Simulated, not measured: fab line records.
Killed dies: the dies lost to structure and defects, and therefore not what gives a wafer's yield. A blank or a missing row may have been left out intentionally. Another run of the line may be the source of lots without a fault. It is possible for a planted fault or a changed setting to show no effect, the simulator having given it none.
Which tool did it? -- flow n5-finfet -- 23 lots with 69 wafers sampled at 6 steps, on a route of 1938 steps

== WHAT EACH GAUGE READ, for each wafer ==
N5_BEOL_M11_CD_MEAS_11 targets a cd of 64.1 nm. Usual: cd-nm 63.9 nm, standard deviation 0.83.
lot,measured,on,cd-nm (nm),flag
L074,day 11 02:14,cd-sem-02,64.9 64.6 64.6,
L075,day 11 06:27,cd-sem-03,64.9 65.7 63.2,
L076,day 11 13:01,cd-sem-03,64.0 64.2 65.7,
L078,day 11 13:14,cd-sem-01,65.0 64.0 64.5,
L077,day 11 16:46,cd-sem-01,64.4 63.9 63.8,
L081,day 11 23:40,cd-sem-02,63.0 64.1 63.2,
L080,day 12 07:38,cd-sem-02,63.9 63.1 63.1,
L079,day 12 05:35,cd-sem-03,63.5 63.8 63.9,
L083,day 12 08:00,cd-sem-02,63.7 63.1 63.0,
L082,day 12 11:30,cd-sem-03,62.6 62.5 62.8,
L084,day 13 06:57,cd-sem-01,64.4 64.7 62.8,
L085,day 13 07:28,cd-sem-01,63.4 63.6 64.3,
L086,day 13 21:41,cd-sem-02,64.2 64.5 64.8,
L088,day 13 22:23,cd-sem-02,64.6 66.6 64.2,
L089,day 14 16:12,cd-sem-03,63.2 63.1 63.7,
L087,day 14 19:19,cd-sem-01,64.3 63.0 63.2,
L092,day 14 19:32,cd-sem-03,62.6 62.6 62.8,
L091,day 15 01:15,cd-sem-02,62.8 63.7 64.4,
L090,day 15 01:05,cd-sem-01,63.7 62.9 63.9,
L093,day 15 07:19,cd-sem-01,64.4 62.7 63.8,
L095,day 16 13:00,cd-sem-01,64.6 64.6 64.0,
L097,day 16 20:07,cd-sem-02,62.7 63.5 63.4,
L096,day 17 14:10,cd-sem-01,63.5 63.1 62.6,

N5_BEOL_M11_OCD_MEAS_38. Usual: trench-depth-nm 147 nm, standard deviation 3.1.
lot,measured,on,trench-depth-nm (nm),flag
L074,day 11 03:48,ocd-02,149 146 150,
L075,day 11 08:53,ocd-02,140 142 147,
L076,day 11 16:08,ocd-02,148 141 143,
L078,day 11 16:37,ocd-02,141 147 143,
L077,day 11 18:41,ocd-02,142 149 143,
L081,day 12 01:23,ocd-02,146 152 152,
L080,day 12 09:35,ocd-01,150 150 143,
L079,day 12 07:16,ocd-02,142 150 148,
L083,day 12 09:54,ocd-01,150 143 151,
L082,day 12 16:32,ocd-02,142 143 146,
L084,day 13 08:40,ocd-01,145 147 150,
L085,day 13 09:17,ocd-01,150 145 145,
L086,day 14 02:23,ocd-02,150 147 149,
L088,day 14 01:42,ocd-02,144 147 148,
L089,day 14 18:53,ocd-01,151 151 150,
L087,day 14 20:55,ocd-02,151 148 150,
L092,day 14 21:40,ocd-02,151 147 150,
L091,day 15 02:49,ocd-01,151 149 152,
L090,day 15 02:34,ocd-01,145 147 144,
L093,day 15 11:10,ocd-02,152 148 145,
L095,day 16 15:49,ocd-02,148 145 148,
L097,day 16 23:15,ocd-01,149 150 148,
L096,day 17 20:11,ocd-01,151 148 148,

== TOOL THAT RAN EACH LOT (tool first, then ch and the chambers of the sampled wafers, then the start) ==
lot,N5_BEOL_M10_ETCH_66,N5_BEOL_M10_STRIP_36,N5_BEOL_M11_HM_OPEN_17,N5_BEOL_M11_STRIP_77
L074,"rie-diel-03 ch 1,3, day 10 21:16","rie-diel-03 ch 1,3, day 10 21:27","rie-metal-02 ch 0,1, day 11 02:36","rie-diel-04 ch 0,2,3, day 11 03:48 or earlier"
L075,"rie-diel-03 ch 2,3, day 11 00:59","rie-diel-03 ch 2,3, day 11 01:10","rie-metal-01 ch 0, day 11 07:02","rie-diel-02 ch 0,1,3, day 11 08:53 or earlier"
L076,"rie-diel-03 ch 0,1,3, day 11 05:26","rie-diel-03 ch 0,1,3, day 11 05:37","rie-metal-01 ch 0, day 11 13:22","rie-diel-02 ch 0,1,3, day 11 16:08 or earlier"
L078,"rie-diel-03 ch 1,2,3, day 11 06:51","rie-diel-03 ch 1,2,3, day 11 07:02","rie-metal-02 ch 0,1, day 11 13:35","rie-diel-02 ch 0,3, day 11 16:37 or earlier"
L077,"rie-diel-01 ch 0,1,2, day 11 12:02","rie-diel-01 ch 0,1,2, day 11 12:13","rie-metal-02 ch 0,1, day 11 17:27","rie-diel-02 ch 0,3, day 11 18:41 or earlier"
L081,"rie-diel-03 ch 0,2,3, day 11 18:25","rie-diel-03 ch 0,2,3, day 11 18:35","rie-metal-01 ch 1, day 12 00:03","rie-diel-04 ch 0,2, day 12 01:23 or earlier"
L080,"rie-diel-06 ch 2,3, day 12 00:26","rie-diel-06 ch 2,3, day 12 00:37","rie-metal-03 ch 0,1, day 12 08:13","rie-diel-05 ch 1,2,3, day 12 09:35 or earlier"
L079,"rie-diel-06 ch 0,1, day 12 00:53","rie-diel-06 ch 0,1, day 12 01:05","rie-metal-03 ch 0,1, day 12 05:58","rie-diel-05 ch 1,2,3, day 12 07:16 or earlier"
L083,"rie-diel-01 ch 0,1,2, day 12 01:07","rie-diel-01 ch 0,1,2, day 12 01:19","rie-metal-02 ch 0,1, day 12 08:27","rie-diel-02 ch 1,2,3, day 12 09:54 or earlier"
L082,"rie-diel-01 ch 0,1,2, day 12 06:56","rie-diel-01 ch 0,1,2, day 12 07:07","rie-metal-01 ch 1, day 12 11:53","rie-diel-05 ch 0,1, day 12 16:32 or earlier"
L084,"rie-diel-03 ch 0,1,3, day 12 22:56","rie-diel-03 ch 0,1,3, day 12 23:08","rie-metal-02 ch 0,1, day 13 07:25","rie-diel-02 ch 1,3, day 13 08:40 or earlier"
L085,"rie-diel-06 ch 1,2,3, day 13 00:41","rie-diel-06 ch 1,2,3, day 13 00:53","rie-metal-03 ch 0,1, day 13 07:57","rie-diel-05 ch 0,3, day 13 09:17 or earlier"
L086,"rie-diel-03 ch 1,2, day 13 13:53","rie-diel-03 ch 1,2, day 13 14:04","rie-metal-01 ch 0,1, day 13 22:04","rie-diel-04 ch 0,2,3, day 14 02:23 or earlier"
L088,"rie-diel-01 ch 1,3, day 13 17:14","rie-diel-01 ch 1,3, day 13 17:26","rie-metal-03 ch 0,1, day 13 22:49","rie-diel-05 ch 0,2,3, day 14 01:42 or earlier"
L089,"rie-diel-03 ch 0,1, day 14 07:32","rie-diel-03 ch 0,1, day 14 07:43","rie-metal-02 ch 0,1, day 14 16:35","rie-diel-05 ch 2,3, day 14 18:53 or earlier"
L087,"rie-diel-03 ch 0,1,2, day 14 13:15","rie-diel-03 ch 0,1,2, day 14 13:26","rie-metal-02 ch 0,1, day 14 19:40","rie-diel-05 ch 2,3, day 14 20:55 or earlier"
L092,"rie-diel-06 ch 1,2,3, day 14 13:23","rie-diel-06 ch 1,2,3, day 14 13:34","rie-metal-02 ch 1, day 14 19:59","rie-diel-04 ch 0,1,2, day 14 21:40 or earlier"
L091,"rie-diel-01 ch 1,2, day 14 19:48","rie-diel-01 ch 1,2, day 14 19:59","rie-metal-03 ch 0,1, day 15 01:37","rie-diel-04 ch 1,2,3, day 15 02:49 or earlier"
L090,"rie-diel-03 ch 0,2,3, day 14 20:21","rie-diel-03 ch 0,2,3, day 14 20:32","rie-metal-02 ch 0,1, day 15 01:27","rie-diel-05 ch 0,1, day 15 02:34 or earlier"
L093,"rie-diel-06 ch 1,2, day 15 00:01","rie-diel-06 ch 1,2, day 15 00:11","rie-metal-02 ch 0,1, day 15 08:04","rie-diel-05 ch 0,1,2, day 15 11:10 or earlier"
L095,"rie-diel-01 ch 0,1,2, day 16 06:00","rie-diel-01 ch 0,1,2, day 16 06:11","rie-metal-01 ch 0,1, day 16 13:22","rie-diel-05 ch 1,2, day 16 15:49 or earlier"
L097,"rie-diel-06 ch 0,1, day 16 12:00","rie-diel-06 ch 0,1, day 16 12:11","rie-metal-01 ch 0,1, day 16 20:28","rie-diel-04 ch 0,1,2, day 16 23:15 or earlier"
L096,"rie-diel-03 ch 2,3, day 17 09:38","rie-diel-03 ch 2,3, day 17 09:49","rie-metal-02 ch 0,1, day 17 14:34","rie-diel-04 ch 0,1,3, day 17 20:11 or earlier"
- N5_BEOL_M10_ETCH_66: etches SOC in N2/H2, target depth 120 nm, overetch 24 nm, time 180 s.
- N5_BEOL_M10_STRIP_36: strips in N2/H2.
- N5_BEOL_M11_HM_OPEN_17: chemistry Cl2/BCl3, target TiN, target depth 20 nm, overetch 6 nm.
- N5_BEOL_M11_STRIP_77: strips in N2/H2, time 10 s.

== WHAT THE TOOLS THEMSELVES READ (means of the sampled wafers that have a number; where no wafer has one, the mark that the record gives instead) ==
N5_BEOL_M10_ETCH_66. Usual: drypump-motor-current-A 5.9 A, standard deviation 0.41; n2-flow-sccm 200.0 sccm, standard deviation 0.66; oes-product-au 0.62 a.u., standard deviation 0.054; rf-vpp-V 523.7 V, standard deviation 2.1; showerhead-plenum-p-Torr 2.53 Torr, standard deviation 0.07; throttle-valve-pct 17.83 %, standard deviation 0.17.
lot,tool,drypump-motor-current-A (A),n2-flow-sccm (sccm),oes-product-au (a.u.),rf-vpp-V (V),showerhead-plenum-p-Torr (Torr),throttle-valve-pct (%),flag
L074,rie-diel-03,5.8,200.2,0.65,524.0,2.54,17.79,
L075,rie-diel-03,6.0,200.1,0.63,521.3,2.48,17.55,
L076,rie-diel-03,5.9,199.7,0.62,523.2,2.51,17.79,
L078,rie-diel-03,5.7,199.7,0.62,523.6,2.52,17.75,
L077,rie-diel-01,6.2,199.5,0.63,523.8,2.53,17.82,
L081,rie-diel-03,5.9,200.5,0.60,522.6,2.49,17.74,
L080,rie-diel-06,5.4,200.2,0.61,524.0,2.54,17.81,
L079,rie-diel-06,6.3,200.0,0.70,526.3,2.62,17.76,
L083,rie-diel-01,6.2,199.5,0.62,524.7,2.53,17.84,
L082,rie-diel-01,6.2,199.8,0.62,523.5,2.53,17.86,
L084,rie-diel-03,5.9,200.0,0.61,522.9,2.50,17.81,
L085,rie-diel-06,5.7,199.5,0.65,524.5,2.56,17.81,
L086,rie-diel-03,5.4,199.7,0.59,523.7,2.54,17.91,
L088,rie-diel-01,6.0,200.3,0.69,521.6,2.46,17.75,
L089,rie-diel-03,5.9,199.2,0.58,522.9,2.51,18.01,
L087,rie-diel-03,5.7,199.9,0.58,523.7,2.53,17.97,
L092,rie-diel-06,5.7,200.0,0.64,524.8,2.56,17.83,
L091,rie-diel-01,6.1,200.6,0.63,523.0,2.51,17.85,
L090,rie-diel-03,5.9,200.5,0.58,521.9,2.48,17.79,
L093,rie-diel-06,6.1,200.4,0.66,523.9,2.57,17.85,
L095,rie-diel-01,6.2,199.8,0.60,523.7,2.52,17.91,
L097,rie-diel-06,6.0,201.0,0.62,526.0,2.60,17.79,
L096,rie-diel-03,6.0,199.9,0.60,521.2,2.46,17.64,

N5_BEOL_M10_STRIP_36. Usual: value, then standard deviation, for each; drypump-motor-current-A 5.9 A / 0.42; n2-flow-sccm 200.0 sccm / 0.64; oes-product-au 0.77 a.u. / 0.073; power-w 450.1 W / 1.3; rf-vpp-V 59.0 V / 2; showerhead-plenum-p-Torr 2.53 Torr / 0.07; throttle-valve-pct 23.58 % / 0.22.
lot,tool,drypump-motor-current-A (A),n2-flow-sccm (sccm),oes-product-au (a.u.),power-w (W),rf-vpp-V (V),showerhead-plenum-p-Torr (Torr),throttle-valve-pct (%),flag
L074,rie-diel-03,5.7,200.5,0.81,450.8,56.1,2.53,23.52,
L075,rie-diel-03,6.0,200.2,0.79,451.2,60.1,2.48,23.39,
L076,rie-diel-03,5.9,200.0,0.77,450.3,60.9,2.50,23.51,
L078,rie-diel-03,5.7,199.8,0.77,449.3,59.5,2.52,23.53,
L077,rie-diel-01,6.2,200.5,0.78,450.6,58.6,2.53,23.57,
L081,rie-diel-03,5.9,199.9,0.74,450.9,58.2,2.49,23.54,
L080,rie-diel-06,5.4,200.3,0.74,449.3,58.2,2.54,23.50,
L079,rie-diel-06,6.2,199.9,0.90,449.3,60.4,2.61,23.59,
L083,rie-diel-01,6.2,199.9,0.78,450.1,60.7,2.53,23.58,
L082,rie-diel-01,6.2,200.1,0.77,450.7,60.4,2.53,23.58,
L084,rie-diel-03,6.0,200.2,0.76,450.7,57.6,2.50,23.52,
L085,rie-diel-06,5.7,200.2,0.80,450.0,59.3,2.56,23.60,
L086,rie-diel-03,5.4,200.4,0.71,450.9,58.7,2.54,23.72,
L088,rie-diel-01,6.0,200.1,0.85,449.3,60.7,2.45,23.55,
L089,rie-diel-03,5.9,200.4,0.72,447.7,58.2,2.51,23.67,
L087,rie-diel-03,5.7,199.9,0.71,450.3,57.7,2.52,23.70,
L092,rie-diel-06,5.7,199.9,0.80,449.3,59.7,2.55,23.62,
L091,rie-diel-01,6.1,199.3,0.79,450.5,59.6,2.50,23.53,
L090,rie-diel-03,5.9,200.1,0.73,450.7,60.2,2.48,23.55,
L093,rie-diel-06,6.1,199.9,0.83,450.2,58.8,2.56,23.71,
L095,rie-diel-01,6.2,199.4,0.74,449.9,58.8,2.52,23.62,
L097,rie-diel-06,6.0,200.0,0.78,450.4,58.6,2.60,23.49,
L096,rie-diel-03,6.0,200.0,0.74,451.0,57.9,2.46,23.45,

N5_BEOL_M11_HM_OPEN_17. Usual: drypump-motor-current-A 5.6 A, standard deviation 0.35; oes-product-au 0.69 a.u., standard deviation 0.076; throttle-valve-pct 21.95 %, standard deviation 0.18.
lot,tool,drypump-motor-current-A (A),oes-product-au (a.u.),throttle-valve-pct (%),flag
L074,rie-metal-02,5.9,0.72,21.95,
L075,rie-metal-01,5.1,0.48,22.47,
L076,rie-metal-01,5.0,0.48,22.48,
L078,rie-metal-02,5.9,0.71,21.96,
L077,rie-metal-02,5.9,0.71,21.97,
L081,rie-metal-01,5.4,0.73,21.77,
L080,rie-metal-03,5.7,0.68,21.97,
L079,rie-metal-03,5.6,0.72,21.91,
L083,rie-metal-02,5.7,0.69,21.91,
L082,rie-metal-01,5.4,0.73,21.78,
L084,rie-metal-02,5.7,0.70,21.90,
L085,rie-metal-03,5.7,0.72,21.93,
L086,rie-metal-01,5.3,0.76,21.80,
L088,rie-metal-03,5.7,0.67,21.97,
L089,rie-metal-02,5.7,0.68,21.92,
L087,rie-metal-02,5.9,0.70,21.95,
L092,rie-metal-02,5.5,0.69,21.86,
L091,rie-metal-03,5.7,0.66,21.99,
L090,rie-metal-02,5.9,0.70,21.96,
L093,rie-metal-02,6.0,0.70,21.96,
L095,rie-metal-01,5.2,0.77,21.80,
L097,rie-metal-01,5.1,0.76,21.81,
L096,rie-metal-02,5.9,0.68,21.99,

N5_BEOL_M11_STRIP_77. Usual: drypump-motor-current-A 5.6 A, standard deviation 0.47; n2-flow-sccm 200.0 sccm, standard deviation 0.57; oes-product-au 0.81 a.u., standard deviation 0.093; rf-vpp-V 59.3 V, standard deviation 0.85; showerhead-plenum-p-Torr 2.57 Torr, standard deviation 0.078; throttle-valve-pct 23.7 %, standard deviation 0.38.
lot,tool,drypump-motor-current-A (A),n2-flow-sccm (sccm),oes-product-au (a.u.),rf-vpp-V (V),showerhead-plenum-p-Torr (Torr),throttle-valve-pct (%),flag
L074,rie-diel-04,5.1,199.5,0.85,59.4,2.60,23.2,
L075,rie-diel-02,5.7,200.0,0.76,58.7,2.62,23.9,
L076,rie-diel-02,5.8,199.1,0.75,59.6,2.62,24.0,
L078,rie-diel-02,5.8,200.2,0.76,59.1,2.58,23.9,
L077,rie-diel-02,5.8,199.9,0.77,58.6,2.57,23.9,
L081,rie-diel-04,5.0,200.1,0.82,60.6,2.60,23.3,
L080,rie-diel-05,5.5,199.8,0.84,59.2,2.50,23.8,
L079,rie-diel-05,5.5,199.8,0.84,58.4,2.50,23.7,
L083,rie-diel-02,5.7,200.1,0.82,59.8,2.61,23.9,
L082,rie-diel-05,5.8,200.2,0.68,59.0,2.55,24.0,
L084,rie-diel-02,5.6,200.5,0.79,59.9,2.68,23.9,
L085,rie-diel-05,6.1,200.3,0.77,59.7,2.57,24.1,
L086,rie-diel-04,5.0,200.1,0.81,60.0,2.59,23.2,
L088,rie-diel-05,5.9,200.1,0.81,58.4,2.53,23.8,
L089,rie-diel-05,5.6,199.4,0.86,58.6,2.48,23.6,
L087,rie-diel-05,5.4,199.8,0.88,59.1,2.50,23.8,
L092,rie-diel-04,5.5,199.8,0.86,59.2,2.64,23.5,
L091,rie-diel-04,5.4,200.5,0.84,58.7,2.61,23.5,
L090,rie-diel-05,6.1,199.7,0.78,59.6,2.57,24.0,
L093,rie-diel-05,5.9,199.9,0.83,58.6,2.53,23.8,
L095,rie-diel-05,5.6,200.2,0.89,58.8,2.50,23.7,
L097,rie-diel-04,5.5,199.9,0.83,59.9,2.63,23.5,
L096,rie-diel-04,5.5,200.0,0.84,60.5,2.64,23.4,

== THE ANSWER, worked out from the rows above alone ==
Rule: a lot counts as off when the mean over its wafers that have a number is more than 3 standard deviations away from the usual mean. Also off: a lot with no number at a reading for which 4 or more lots have one. Where the step has rows for the other lots, those lots are counted as sound. First the gauges in route order, then the tools' own readings, where a lot's mean is used as printed above. At the first step where some lot is off, the reading lying furthest off is the one used; lots without a number count as furthest.
Nothing can be told from this: no lot is off at any reading shown.

== WHAT THE SIMULATOR HAD INSERTED ==
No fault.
